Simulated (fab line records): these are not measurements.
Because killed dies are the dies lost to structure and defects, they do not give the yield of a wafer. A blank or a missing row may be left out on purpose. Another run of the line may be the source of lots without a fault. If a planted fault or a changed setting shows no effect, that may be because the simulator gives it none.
fab line records | flow n5-finfet
record: lots: 5 | wafers: 15 | last-day: 17
route steps=1938 shown HKMG_FIN@437 BEOL_M4@1111 PASSIVATION@1936
lots that met no fault: from a run of the same line without faults
start-h: hours from the record's opening day to when the first of the lot's shown wafers began | wait-h: time in hours since the lot's previous step | " repeats the value in the row above | L1.1+2: one row covering several wafers at once | - no value, or no start was given | * or withheld: withheld | < > ~ a bound
route shown NAME@n: names a module that has steps shown in the file, with the first one's number in the route | usual: mean and standard deviation over wafers with no fault | same: alike in all rows | chamber/n: place in a boat | sites: per-site readings | _std_site: how widely they spread, as a standard deviation | _edge_site: mean of outer sites minus mean of inner sites | radius-mm: for every site, how far away it sits from the centre of the wafer | mask NAME#n: copy n | behind: the tool/chamber that last shaped the wafer | hold: the reason the lot was held/the length of the hold in hours/how it ended | device: whichever transistor did not switch (one of n, p or np) | end of line: the route-end tests of the same wafers | step lacking rows: just its recipe | killed: count of dies lost to structure and defects at first sort (not the wafer's yield) | map: shows each die of a wafer: x if killed, . if not, _ if none is there
set.NAME: setting as actually run; set.NAME@STEP: the setting as run at that earlier step | model.NAME: the simulator's own value behind a step, which no gauge read
lots at some steps of the route; a table a step, a row a wafer
services: from which hour (start-h, from the record's first day; less than 0 if before it) a tool's chamber was out of use, for how many hours, and why
== steps ==
step: N5_HKMG_FIN_STRIP_34
recipe: chemistry: CF4 | resist: SiARC | power-w: 300 | bias-power-w: 75 | pressure-mtorr: 50 | cf4-flow-sccm: 150 | rf-frequency-hz: 6e+07
usual: drypump-motor-current-A: 5.6/0.54 | oes-product-au: 0.76/0.083 | rf-vpp-V: 270.9/1.6 | showerhead-plenum-p-Torr: 1.78/0.06 | throttle-valve-pct: 13.56/0.25
lot.wafer | tool        | chamber | start-h | wait-h | drypump-motor-current-A | oes-product-au | rf-hours-counter-h | rf-vpp-V | showerhead-plenum-p-Torr | throttle-valve-pct
L412.1    | rie-diel-03 | 3       | 96.79   | 0.0    | 6.4                     | 0.78           | 95                 | 269.6    | 1.75                     | 13.74
L412.2    | "           | 1       | "       | "      | 5.4                     | 0.69           | 250                | 270.2    | 1.75                     | 13.55
L412.6    | "           | 1       | "       | "      | 5.4                     | 0.69           | -                  | 271.0    | 1.75                     | 13.57
L413.3    | rie-diel-05 | 1       | 98.25   | 0.0    | 5.4                     | 0.75           | 156                | 272.5    | 1.76                     | 13.60
L413.5    | "           | 2       | "       | "      | 6.2                     | 0.72           | -                  | 269.2    | 1.73                     | 13.81
L413.6    | "           | 1       | "       | "      | 5.4                     | 0.75           | -                  | 272.8    | 1.76                     | 13.58
L414.2    | rie-diel-01 | 2       | 107.95  | 0.0    | 5.5                     | 0.70           | 246                | 271.2    | 1.71                     | 13.69
L414.5    | "           | 2       | "       | "      | 5.5                     | 0.69           | -                  | 269.4    | 1.71                     | 13.70
L414.6    | "           | 1       | "       | "      | 5.9                     | 0.73           | -                  | 271.1    | 1.86                     | 13.68
L427.2    | rie-diel-01 | 0       | 182.04  | 0.0    | 6.0                     | 0.69           | 212                | 272.2    | 1.83                     | 13.67
L427.3    | "           | 1       | "       | "      | 5.9                     | 0.71           | 183                | 270.7    | 1.85                     | 13.75
L427.5    | "           | 3       | "       | "      | 5.7                     | 0.92           | -                  | 270.9    | 1.77                     | 13.19
L430.2    | rie-diel-01 | 3       | 204.62  | 0.0    | 5.7                     | 0.90           | 15                 | 268.9    | 1.76                     | 13.18
L430.3    | "           | 2       | "       | "      | 5.6                     | 0.90           | 25                 | 272.2    | 1.91                     | 13.19
L430.4    | "           | 0       | "       | "      | 6.0                     | 0.69           | 219                | 270.6    | 1.83                     | 13.68
step: N5_HKMG_FIN_ETCH_35
recipe: chemistry: N2/H2 | target: SOC | target-depth-a: 2158 | ion-energy-ev: 65 | bias-w: 5 | source-w: 3000 | time-s: 243.4 | pressure-mtorr: 30 | n2-flow-sccm: 200 | h2-flow-sccm: 200
step: N5_HKMG_FIN_STRIP_92
recipe: chemistry: N2/H2 | material: SOC | time-s: 20 | power-w: 500 | temp-c: 40 | pressure-mtorr: 50 | rf-frequency-hz: 6e+07 | bias-power-w: 8 | h2-frac: 0.5 | n2-flow-sccm: 300 | h2-flow-sccm: 300
step: N5_HKMG_FIN_WET_ETCH_18
recipe: chemistry: SC1 | target: TiN | mix: 1:1:5 | temp-c: * | time-s: 55 | target-depth-nm: 5.2 | dry: ipa-marangoni | rinse-time-s: 30 | rinse-temp-c: 23
step: N5_HKMG_FIN_STRIP_19
recipe: chemistry: N2/H2 | power-w: 2500 | temp-c: 300 | h2-frac: 0.65 | time-s: 360 | pressure-mtorr: withheld | n2-flow-sccm: 1750 | h2-flow-sccm: 3250
step: N5_HKMG_FIN_ALD_91
recipe: material: TiN | target-thk-a: 10 | temp-c: 400 | ald-precursor-family: TiCl4 | ald-co-reactant: NH3 | pulse-time-s: 1 | purge-time-s: 3 | co-reactant-purge-time-s: 2 | co-reactant-pulse-time-s: 2 | ald-cycles: 47 | pressure-torr: 3
usual: heater-power-w: 926/89 | precursor-pulse-height-rel: 1.000/0.02 | susceptor-temp-C: 400.01/0.2
same: co-reactant-purge-time-s: 2
lot.wafer | tool         | chamber | start-h | wait-h | heater-power-w | precursor-pulse-height-rel | susceptor-temp-C
L412.1    | ald-metal-04 | 1       | 97.50   | 0.3    | 861            | 1.003                      | 399.89
L412.2    | "            | 0       | "       | "      | 762            | 0.995                      | 399.76
L412.6    | "            | 0       | "       | "      | 740            | 0.991                      | 399.79
L413.3    | ald-metal-02 | 2       | 98.94   | 0.1    | 1009           | 0.942                      | 400.17
L413.5    | "            | 1       | "       | "      | 1047           | 0.987                      | 399.84
L413.6    | "            | 2       | "       | "      | 1015           | 0.993                      | 399.89
L414.2    | ald-metal-04 | 0       | 108.66  | 0.3    | 732            | 1.009                      | 400.21
L414.5    | "            | 2       | "       | "      | 952            | 1.011                      | 399.84
L414.6    | "            | 3       | "       | "      | 934            | 1.031                      | 400.10
L427.2    | ald-metal-01 | 2       | 182.74  | 0.3    | 995            | 1.011                      | 400.09
L427.3    | "            | 1       | "       | "      | 923            | 1.013                      | 399.83
L427.5    | "            | 2       | "       | "      | 1010           | 0.960                      | 399.99
L430.2    | ald-metal-04 | 1       | 205.32  | 0.3    | 864            | 1.031                      | 400.21
L430.3    | "            | 0       | "       | "      | 760            | 0.969                      | 400.28
L430.4    | "            | 3       | "       | "      | 908            | 0.995                      | 400.31
step: N5_HKMG_FIN_COAT_85
recipe: resist: SOC | temp-c: 250 | time-s: 60 | spin-rpm: 1500 | resist-thk-nm: 300
step: N5_HKMG_FIN_ETCH_86
recipe: chemistry: N2/H2 | target: SOC | target-depth-a: 3932 | stop-on: TiN | ion-energy-ev: 100 | bias-w: 61 | pressure-mtorr: 30 | source-w: 850 | n2-flow-sccm: 200 | h2-flow-sccm: 200
step: N5_HKMG_FIN_STRIP_89
recipe: chemistry: N2/H2 | material: SOC | time-s: 20 | power-w: 500 | temp-c: 40 | pressure-mtorr: 50 | rf-frequency-hz: 6e+07 | bias-power-w: 8 | h2-frac: 0.5 | n2-flow-sccm: 300 | h2-flow-sccm: 300
usual: drypump-motor-current-A: 5.6/0.54 | oes-product-au: 0.76/0.086 | rf-vpp-V: 54.2/0.79 | showerhead-plenum-p-Torr: 3.35/0.11 | throttle-valve-pct: 18.9/0.39
lot.wafer | tool        | chamber | start-h | wait-h | drypump-motor-current-A | oes-product-au | rf-hours-counter-h | rf-vpp-V | showerhead-plenum-p-Torr | throttle-valve-pct
L412.1    | rie-diel-01 | 3       | 97.90   | 0.0    | 5.7                     | 0.66           | 238                | 54.4     | 3.31                     | 18.9
L412.2    | "           | 0       | "       | "      | 6.0                     | 0.71           | 178                | 54.4     | 3.49                     | 19.2
L412.6    | "           | 1       | "       | "      | 5.9                     | 0.74           | -                  | 54.3     | 3.48                     | 19.1
L413.3    | rie-diel-03 | 2       | 99.37   | 0.0    | 4.7                     | 0.71           | 217                | 54.5     | 3.33                     | 19.1
L413.5    | "           | 0       | "       | "      | 5.2                     | 0.70           | -                  | 54.9     | 3.16                     | 19.1
L413.6    | "           | 3       | "       | "      | 6.4                     | 0.80           | -                  | 52.9     | 3.25                     | 19.4
L414.2    | rie-diel-05 | 1       | 109.06  | 0.0    | 5.4                     | 0.72           | 159                | 53.2     | 3.32                     | 18.6
L414.5    | "           | 3       | "       | "      | 4.8                     | 0.75           | -                  | 55.3     | 3.50                     | 18.8
L414.6    | "           | 2       | "       | "      | 6.3                     | 0.74           | -                  | 53.9     | 3.23                     | 19.3
L427.2    | rie-diel-03 | 0       | 183.14  | 0.0    | 5.2                     | 0.88           | 14                 | 54.5     | 3.55                     | 18.8
L427.3    | "           | 1       | "       | "      | 5.4                     | 0.89           | 28                 | 55.1     | 3.26                     | 18.2
L427.5    | "           | 2       | "       | "      | 4.7                     | 0.69           | -                  | 54.9     | 3.32                     | 19.2
L430.2    | rie-diel-01 | 1       | 205.76  | 0.0    | 5.9                     | 0.71           | 191                | 54.2     | 3.46                     | 19.2
L430.3    | "           | 2       | "       | "      | 5.6                     | 0.92           | 26                 | 55.3     | 3.56                     | 18.2
L430.4    | "           | 3       | "       | "      | 5.7                     | 0.88           | 16                 | 54.1     | 3.29                     | 18.5
step: N5_HKMG_FIN_WET_ETCH_87
recipe: chemistry: SC1 | target: TiN | mix: 1:2:40 | temp-c: 50 | time-s: 154.2 | target-depth-nm: 4.7 | dry: ipa-marangoni | rinse-time-s: 30 | rinse-temp-c: 23
step: N5_HKMG_FIN_STRIP_88
recipe: chemistry: N2/H2 | power-w: 2500 | temp-c: 300 | h2-frac: 0.65 | time-s: 360 | pressure-mtorr: withheld | n2-flow-sccm: 1750 | h2-flow-sccm: 3250
usual: drypump-motor-current-A: 5.92/0.13 | heater-power-w: 482/78
lot.wafer | tool            | chamber | start-h | wait-h | drypump-motor-current-A | heater-power-w | rf-hours-counter-h
L412.1    | plasma-asher-02 | 0       | 98.09   | 0.0    | 5.62                    | 446            | 91
L412.2    | "               | 1       | "       | "      | 5.95                    | 547            | 91
L412.6    | "               | 1       | "       | "      | 5.95                    | 551            | -
L413.3    | plasma-asher-01 | 1       | 99.68   | 0.1    | 5.96                    | 389            | -
L413.5    | "               | 1       | "       | "      | 5.95                    | 401            | -
L413.6    | "               | 0       | "       | "      | 6.00                    | 544            | -
L414.2    | plasma-asher-01 | 0       | 109.25  | 0.0    | 5.99                    | 554            | 42
L414.5    | "               | 0       | "       | "      | 6.02                    | 548            | -
L414.6    | "               | 1       | "       | "      | 5.96                    | 400            | -
L427.2    | plasma-asher-01 | 0       | 183.33  | 0.0    | 6.01                    | 568            | 58
L427.3    | "               | 0       | "       | "      | 6.01                    | 553            | -
L427.5    | "               | 0       | "       | "      | 6.00                    | 561            | -
L430.2    | plasma-asher-01 | 1       | 205.95  | 0.0    | 5.96                    | 391            | 62
L430.3    | "               | 0       | "       | "      | 6.03                    | 565            | -
L430.4    | "               | 1       | "       | "      | 5.95                    | 386            | -
step: N5_HKMG_FIN_NWFM_ALD_20
recipe: material: TiAlC | target-thk-a: 20 | temp-c: 300 | ald-precursor-family: TiCl4 | ald-co-reactant: TEA | pulse-time-s: 3 | purge-time-s: 2 | co-reactant-purge-time-s: 2 | co-reactant-pulse-time-s: 10 | ald-cycles: 7 | pressure-torr: 3
usual: heater-power-w: 502/53 | precursor-pulse-height-rel: 1.001/0.02 | susceptor-temp-C: 299.99/0.21
same: co-reactant-purge-time-s: 2
lot.wafer | tool         | chamber | start-h | wait-h | heater-power-w | precursor-pulse-height-rel | susceptor-temp-C
L412.1    | ald-metal-04 | 2       | 98.47   | 0.3    | 527            | 1.010                      | 299.68
L412.2    | "            | 1       | "       | "      | 492            | 0.978                      | 300.39
L412.6    | "            | 1       | "       | "      | 502            | 0.979                      | 300.07
L413.3    | ald-metal-04 | 3       | 99.95   | 0.1    | 525            | 1.013                      | 300.31
L413.5    | "            | 1       | "       | "      | 490            | 1.024                      | 299.93
L413.6    | "            | 0       | "       | "      | 412            | 1.036                      | 300.04
L414.2    | ald-metal-01 | 2       | 109.64  | 0.3    | 557            | 0.989                      | 300.11
L414.5    | "            | 1       | "       | "      | 513            | 0.984                      | 300.24
L414.6    | "            | 2       | "       | "      | 553            | 0.992                      | 299.90
L427.2    | ald-metal-02 | 3       | 183.71  | 0.3    | 516            | 1.016                      | 300.15
L427.3    | "            | 2       | "       | "      | 563            | 1.012                      | 300.02
L427.5    | "            | 2       | "       | "      | 573            | 0.990                      | 299.93
L430.2    | ald-metal-02 | 1       | 206.33  | 0.3    | 584            | 0.970                      | 299.75
L430.3    | "            | 0       | "       | "      | 533            | 1.006                      | 299.92
L430.4    | "            | 3       | "       | "      | 498            | 0.997                      | 299.92
step: N5_HKMG_FIN_ALD_71
recipe: material: TiN | target-thk-a: 10 | temp-c: 400 | ald-precursor-family: TiCl4 | ald-co-reactant: NH3 | pulse-time-s: 1 | purge-time-s: 3 | co-reactant-purge-time-s: 2 | co-reactant-pulse-time-s: 2 | ald-cycles: 47 | pressure-torr: 3
usual: heater-power-w: 898/95 | precursor-pulse-height-rel: 1.000/0.019 | susceptor-temp-C: 400.01/0.21
same: co-reactant-purge-time-s: 2
lot.wafer | tool         | chamber | start-h | wait-h | heater-power-w | precursor-pulse-height-rel | susceptor-temp-C
L412.1    | ald-metal-04 | 2       | 98.57   | 0.0    | 951            | 0.979                      | 400.00
L412.2    | "            | 1       | "       | "      | 881            | 1.016                      | 400.16
L412.6    | "            | 1       | "       | "      | 876            | 0.963                      | 399.97
L413.3    | ald-metal-04 | 3       | 100.05  | 0.0    | 925            | 1.011                      | 399.91
L413.5    | "            | 1       | "       | "      | 885            | 1.006                      | 400.16
L413.6    | "            | 0       | "       | "      | 927            | 0.987                      | 434.43
L414.2    | ald-metal-01 | 2       | 109.73  | 0.0    | 992            | 0.969                      | 400.05
L414.5    | "            | 1       | "       | "      | 921            | 0.996                      | 399.71
L414.6    | "            | 2       | "       | "      | 980            | 1.001                      | 400.17
L427.2    | ald-metal-02 | 3       | 183.81  | 0.0    | 911            | 1.010                      | 399.96
L427.3    | "            | 2       | "       | "      | 999            | 0.980                      | 399.89
L427.5    | "            | 2       | "       | "      | 1005           | 1.014                      | 400.37
L430.2    | ald-metal-02 | 1       | 206.43  | 0.0    | 1064           | 0.958                      | 400.14
L430.3    | "            | 0       | "       | "      | 943            | 0.982                      | 399.90
L430.4    | "            | 3       | "       | "      | 921            | 1.008                      | 400.32
step: N5_HKMG_FIN_COAT_66
recipe: resist: SOC | temp-c: 250 | time-s: 60 | spin-rpm: 1500 | resist-thk-nm: 300
step: N5_BEOL_M4_RC_MEAS_101
usual: DIBL_N: 37.0/2.3 | DIBL_P: 37.3/2.8 | IOFF_N: 0.17/0.046 | IOFF_P: 0.23/0.054 | ION_N: 675/14 | ION_P: 460/9.3 | SS_N: 71.7/0.73 | SS_P: 73.6/0.95 | VT_N: 249/3.9 | VT_P: -250/3.9
lot.wafer | tool      | chamber | start-h | wait-h | DIBL_N[mV/V] | DIBL_P[mV/V] | IOFF_N[nA/um] | IOFF_P[nA/um] | ION_N[uA/um] | ION_P[uA/um] | SS_N[mV/dec] | SS_P[mV/dec] | VT_N[mV] | VT_P[mV]
L412.1    | prober-02 | 0       | 190.60  | 0.0    | 39.5         | 38.6         | 0.20          | 0.20          | 664          | 445          | 72.7         | 73.3         | 247      | -256
L412.2    | "         | 0       | "       | "      | 37.1         | 38.9         | 0.18          | 0.21          | 680          | 461          | 71.4         | 73.5         | 248      | -250
L412.6    | "         | 0       | "       | "      | 35.3         | 34.2         | 0.14          | 0.15          | 654          | 445          | 71.5         | 72.1         | 254      | -255
L413.3    | prober-01 | 0       | 194.21  | 0.3    | 33.4         | 34.9         | 0.12          | 0.19          | 671          | 471          | 70.7         | 72.2         | 251      | -251
L413.5    | "         | 0       | "       | "      | 36.8         | 38.8         | 0.16          | 0.25          | 681          | 471          | 71.7         | 73.7         | 254      | -249
L413.6    | "         | 0       | "       | "      | 38.5         | 39.1         | 0.18          | 0.26          | 674          | 462          | 71.8         | 73.7         | 248      | -249
L414.2    | prober-01 | 0       | 201.37  | 0.2    | 33.2         | 34.3         | 0.12          | 0.19          | 649          | 454          | 71.3         | 72.5         | 254      | -252
L414.5    | "         | 0       | "       | "      | 36.4         | 38.4         | 0.19          | 0.26          | 687          | 477          | 72.0         | 73.3         | 247      | -246
L414.6    | "         | 0       | "       | "      | 37.0         | 39.1         | 0.20          | 0.27          | 690          | 470          | 71.7         | 73.7         | 245      | -247
L427.2    | prober-01 | 0       | 286.86  | 0.2    | 32.4         | 33.9         | 0.12          | 0.14          | 668          | 449          | 72.0         | 71.9         | 252      | -257
L427.3    | "         | 0       | "       | "      | 31.7         | 34.1         | 0.11          | 0.15          | 659          | 455          | 70.6         | 72.5         | 255      | -256
L427.5    | "         | 0       | "       | "      | 33.6         | 35.0         | 0.13          | 0.16          | 662          | 448          | 71.6         | 73.5         | 253      | -254
L430.2    | prober-01 | 0       | 308.62  | 0.2    | 39.6         | 37.7         | 0.20          | 0.23          | 664          | 454          | 72.1         | 73.7         | 244      | -255
L430.3    | "         | 0       | "       | "      | 37.4         | 36.2         | 0.14          | 0.21          | 645          | 443          | 72.1         | 73.6         | 253      | -253
L430.4    | "         | 0       | "       | "      | 37.9         | 36.0         | 0.15          | 0.19          | 664          | 451          | 71.7         | 73.2         | 255      | -253
step: N5_PASSIVATION_PROBE_49
usual: defect-limited-yield: 91.5/1.3 | killed_at_M0_to_M3: 36/10 | killed_at_M4_up: 13/4.7 | killed-at-contacts: 13/6.7 | killed-at-front-end: 37/9.7 | killed-at-other: 2.6/2.3 | killed-dies: 101/15 | killed-open: 67/12 | killed-short: 32/6.7 | sort_bin_5_function: 5.0/0.89 | sort_bin_6_memory: 3.2/0.63 | sort_bin_8_speed: 0.01/0.03 | sort-n-pass: 1079/16 | sort-yield-pct: 91.4/1.4
same: gross-dies: 1180 | killed-at-back-side: 0 | sort_bin_4_leakage[%]: 0
lot.wafer | tool      | chamber | start-h | wait-h | defect-limited-yield[%] | killed_at_M0_to_M3 | killed_at_M4_up | killed-at-contacts | killed-at-front-end | killed-at-other | killed-dies | killed-open | killed-short | sort_bin_5_function[%] | sort_bin_6_memory[%] | sort_bin_8_speed[%] | sort-n-pass | sort-yield-pct[%]
L412.1    | prober-01 | -       | 293.98  | 0.0    | 91.6                    | 38                 | 14              | 5                  | 42                  | 0               | 99          | 62          | 37           | 5.1                    | 2.7                  | 0                   | 1081        | 91.6
L412.2    | prober-01 | -       | 294.03  | 0.1    | 90.4                    | 59                 | 9               | 10                 | 30                  | 5               | 113         | 71          | 42           | 5.9                    | 3.5                  | 0                   | 1067        | 90.4
L412.6    | prober-01 | -       | 294.23  | 0.3    | 90.8                    | 43                 | 13              | 8                  | 40                  | 5               | 109         | 79          | 30           | 5.3                    | 3.3                  | 0                   | 1071        | 90.8
L413.3    | prober-01 | -       | 313.08  | 0.1    | 91.4                    | 38                 | 8               | 12                 | 43                  | 0               | 101         | 72          | 27           | 5.3                    | 3.2                  | 0                   | 1079        | 91.4
L413.5    | prober-01 | -       | 313.18  | 0.2    | 93.1                    | 39                 | 9               | 9                  | 24                  | 0               | 81          | 54          | 25           | 4.5                    | 2.3                  | 0                   | 1099        | 93.1
L413.6    | prober-01 | -       | 313.23  | 0.3    | 90.9                    | 36                 | 10              | 28                 | 32                  | 1               | 107         | 79          | 23           | 5.4                    | 3.1                  | 0                   | 1073        | 90.9
L414.2    | prober-02 | -       | 313.54  | 0.1    | 94.3                    | 20                 | 6               | 5                  | 34                  | 2               | 67          | 37          | 28           | 3.3                    | 1.9                  | 0.08                | 1113        | 94.3
L414.5    | prober-02 | -       | 313.69  | 0.2    | 91.1                    | 44                 | 9               | 15                 | 35                  | 2               | 105         | 73          | 31           | 5.7                    | 3.1                  | 0                   | 1075        | 91.1
L414.6    | prober-02 | -       | 313.74  | 0.3    | 91.4                    | 29                 | 9               | 9                  | 49                  | 6               | 102         | 64          | 33           | 5.5                    | 2.9                  | 0                   | 1078        | 91.4
L427.2    | prober-02 | -       | 402.43  | 0.1    | 92.6                    | 21                 | 15              | 4                  | 42                  | 5               | 87          | 46          | 32           | 3.9                    | 2.8                  | 0                   | 1093        | 92.6
L427.3    | prober-02 | -       | 402.48  | 0.1    | 93.0                    | 21                 | 16              | 5                  | 40                  | 1               | 83          | 59          | 23           | 4.1                    | 2.9                  | 0                   | 1097        | 93.0
L427.5    | prober-02 | -       | 402.58  | 0.2    | 89.3                    | 38                 | 22              | 2                  | 64                  | 0               | 126         | 84          | 40           | 7.1                    | 3.2                  | 0                   | 1054        | 89.3
L430.2    | prober-02 | -       | 415.86  | 0.1    | 92.5                    | 26                 | 10              | 9                  | 40                  | 3               | 88          | 54          | 29           | 4.7                    | 2.5                  | 0                   | 1092        | 92.5
L430.3    | prober-02 | -       | 415.91  | 0.1    | 90.2                    | 29                 | 9               | 25                 | 50                  | 3               | 116         | 63          | 43           | 4.9                    | 3.8                  | 0                   | 1064        | 90.2
L430.4    | prober-02 | -       | 415.96  | 0.2    | 89.1                    | 34                 | 21              | 20                 | 52                  | 2               | 129         | 88          | 39           | 6.4                    | 4.2                  | 0                   | 1051        | 89.1
killed by level:class
L412.1 FIN_SAQP:geometric-particle:short=15 FIN_SAQP:geometric-particle:open=15 BEOL_M0_SAQP:geometric-particle:open=10 BEOL_M0_SAQP:geometric-particle:short=9 BEOL_M4:geometric-particle:open=5 BEOL_M1:geometric-particle:short=5 STARTING-WAFER:geometric-particle:open=5 MOL_CONTACT_COAG:geometric-particle:open=4
L412.2 BEOL_M1:geometric-particle:open=11 BEOL_M3:geometric-particle:open=11 BEOL_M0_SAQP:geometric-particle:short=10 BEOL_M0_SAQP:geometric-particle:open=9 FIN_SAQP:geometric-particle:short=8 MOL_CONTACT_COAG:geometric-particle:open=8 BEOL_M1:geometric-particle:short=6 BEOL_M2:geometric-particle:open=6
L412.6 STI_FIN_REVEAL:geometric-particle:open=14 BEOL_M0_SAQP:geometric-particle:open=13 BEOL_M2:geometric-particle:open=9 MOL_CONTACT_COAG:geometric-particle:open=8 BEOL_M4:geometric-particle:open=8 BEOL_M0_SAQP:geometric-particle:short=6 BEOL_M3:geometric-particle:open=6 FIN_SAQP:geometric-particle:short=4
L413.3 STI_FIN_REVEAL:geometric-particle:open=13 MOL_CONTACT_COAG:geometric-particle:open=11 BEOL_M3:geometric-particle:open=9 GATE_CUT:geometric-particle:open=7 BEOL_M0_SAQP:geometric-particle:short=7 GATE_CUT:geometric-particle:short=6 BEOL_M2:geometric-particle:open=6 BEOL_M0_SAQP:geometric-particle:open=5
L413.5 BEOL_M2:geometric-particle:open=8 STI_FIN_REVEAL:geometric-particle:open=8 BEOL_M0_SAQP:geometric-particle:short=8 MOL_CONTACT_COAG:geometric-particle:open=7 BEOL_M3:geometric-particle:open=7 BEOL_M0_SAQP:geometric-particle:open=6 FIN_SAQP:geometric-particle:open=4 BEOL_M1:geometric-particle:open=4
L413.6 MOL_CONTACT_COAG:geometric-particle:open=24 BEOL_M2:geometric-particle:open=10 BEOL_M3:geometric-particle:open=10 BEOL_M1:geometric-particle:open=8 STI_FIN_REVEAL:geometric-particle:open=7 HKMG_FIN:area-etch=5 STI_FIN_REVEAL:geometric-particle:short=4 GATE_CUT:geometric-particle:short=4
L414.2 DUMMY_GATE:geometric-particle:open=7 MOL_CONTACT_COAG:geometric-particle:open=5 BEOL_M0_SAQP:geometric-particle:short=5 DUMMY_GATE:geometric-particle:short=4 ILD0:geometric-particle:short=4 BEOL_M3:geometric-particle:open=4 STARTING-WAFER:geometric-particle:open=4 FIN_SAQP:geometric-particle:open=3
L414.5 MOL_CONTACT_COAG:geometric-particle:open=14 BEOL_M0_SAQP:geometric-particle:short=14 BEOL_M0_SAQP:geometric-particle:open=11 STI_FIN_REVEAL:geometric-particle:open=7 BEOL_M3:geometric-particle:open=7 BEOL_M1:geometric-particle:open=6 DUMMY_GATE:geometric-particle:open=5 FIN_SAQP:geometric-particle:open=4
L414.6 DUMMY_GATE:geometric-particle:open=16 BEOL_M0_SAQP:geometric-particle:open=10 MOL_CONTACT_COAG:geometric-particle:open=9 BEOL_M0_SAQP:geometric-particle:short=7 BEOL_M3:geometric-particle:open=6 FIN_SAQP:geometric-particle:short=5 GATE_CUT:geometric-particle:short=5 PAD_METAL:geometric-particle:short=4
L427.2 FIN_SAQP:geometric-particle:open=9 DUMMY_GATE:geometric-particle:open=7 FIN_SAQP:geometric-particle:short=6 DUMMY_GATE:geometric-particle:short=5 HKMG_FIN:area-etch=5 BEOL_M3:geometric-particle:open=4 BEOL_M0:geometric-particle:open=3 BEOL_M0_SAQP:geometric-particle:short=3
L427.3 STI_FIN_REVEAL:geometric-particle:open=13 BEOL_M4:geometric-particle:open=9 FIN_SAQP:geometric-particle:open=5 GATE_CUT:geometric-particle:short=5 MOL_CONTACT_COAG:geometric-particle:open=4 BEOL_M1:geometric-particle:open=4 FIN_SAQP:geometric-particle:short=3 DUMMY_GATE:geometric-particle:open=3
L427.5 FIN_SAQP:geometric-particle:open=24 FIN_SAQP:geometric-particle:short=14 BEOL_M0_SAQP:geometric-particle:open=12 BEOL_M0_SAQP:geometric-particle:short=7 BEOL_M4:geometric-particle:open=7 DUMMY_GATE:geometric-particle:open=5 BEOL_M1:geometric-particle:open=5 BEOL_M2:geometric-particle:open=5
L430.2 FIN_SAQP:geometric-particle:open=8 MOL_CONTACT_COAG:geometric-particle:open=7 BEOL_M1:geometric-particle:open=6 STI_FIN_REVEAL:geometric-particle:open=5 GATE_CUT:geometric-particle:short=5 FIN_SAQP:geometric-particle:short=4 BEOL_M3:geometric-particle:open=4 BEOL_M4:geometric-particle:open=4
L430.3 MOL_CONTACT_COAG:geometric-particle:open=20 STI_FIN_REVEAL:geometric-particle:open=12 HKMG_FIN:area-etch=9 BEOL_M2:geometric-particle:open=8 FIN_SAQP:geometric-particle:short=6 BEOL_M1:geometric-particle:short=6 GATE_CUT:geometric-particle:short=5 MOL_CONTACT_COAG:geometric-particle:short=5
L430.4 STI_FIN_REVEAL:geometric-particle:open=20 MOL_CONTACT_COAG:geometric-particle:open=15 FIN_SAQP:geometric-particle:short=11 BEOL_M2:geometric-particle:open=8 FIN_SAQP:geometric-particle:open=5 MOL_CONTACT_COAG:geometric-particle:short=5 BEOL_M0_SAQP:geometric-particle:short=5 BEOL_M1:geometric-particle:open=5
== services ==
tool         | chamber | start-h | hours | kind
rie-diel-01  | 2       | 91.24   | 11.0  | repair
rie-diel-05  | 1       | 93.44   | 4.1   | repair
rie-diel-03  | 1       | 97.59   | -     | clean
rie-diel-03  | 1       | 97.59   | -     | consumable-replace:focus-ring
rie-diel-03  | 1       | 97.59   | 16.3  | scheduled-down
rie-diel-03  | 1       | 97.59   | 16.3  | vent-cycle
ald-metal-02 | -       | 116.96  | 8.7   | pm
rie-diel-01  | 2       | 119.57  | -     | clean
rie-diel-01  | 2       | 119.57  | -     | consumable-replace:focus-ring
rie-diel-01  | 2       | 119.57  | -     | consumable-replace:showerhead
rie-diel-01  | 2       | 119.57  | 18.6  | scheduled-down
rie-diel-01  | 2       | 119.57  | 18.6  | vent-cycle
rie-diel-03  | 0       | 123.05  | -     | clean
rie-diel-03  | 0       | 123.05  | -     | consumable-replace:focus-ring
rie-diel-03  | 0       | 123.05  | -     | consumable-replace:showerhead
rie-diel-03  | 0       | 123.05  | 20.3  | scheduled-down
rie-diel-03  | 0       | 123.05  | 20.3  | vent-cycle
rie-diel-01  | 3       | 138.40  | -     | clean
rie-diel-01  | 3       | 138.40  | -     | consumable-replace:focus-ring
rie-diel-01  | 3       | 138.40  | 15.9  | scheduled-down
rie-diel-01  | 3       | 138.40  | 15.9  | vent-cycle
ald-metal-01 | -       | 149.97  | 0.7   | repair
ald-metal-01 | -       | 183.28  | 2.8   | pm
ald-metal-04 | -       | 188.31  | 8.7   | pm
== key ==
first-sign: step: N5_HKMG_FIN_ALD_71 | reading: susceptor-temp-C | direction: up | sigmas: 99+ | usual: * | struck: *
effect none on later readings
met-at N5_HKMG_FIN_ALD_71
struck-wafers L413.6
fault: kind: process-parameter-drift | tool: ald-metal-04 | chamber: 0 | onset-h: 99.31 | steps: N5_HKMG_FIN_ALD_71 | channel: temp-c | offset: * | shape: step | end-h: 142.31 | acts-in: * | stated: *
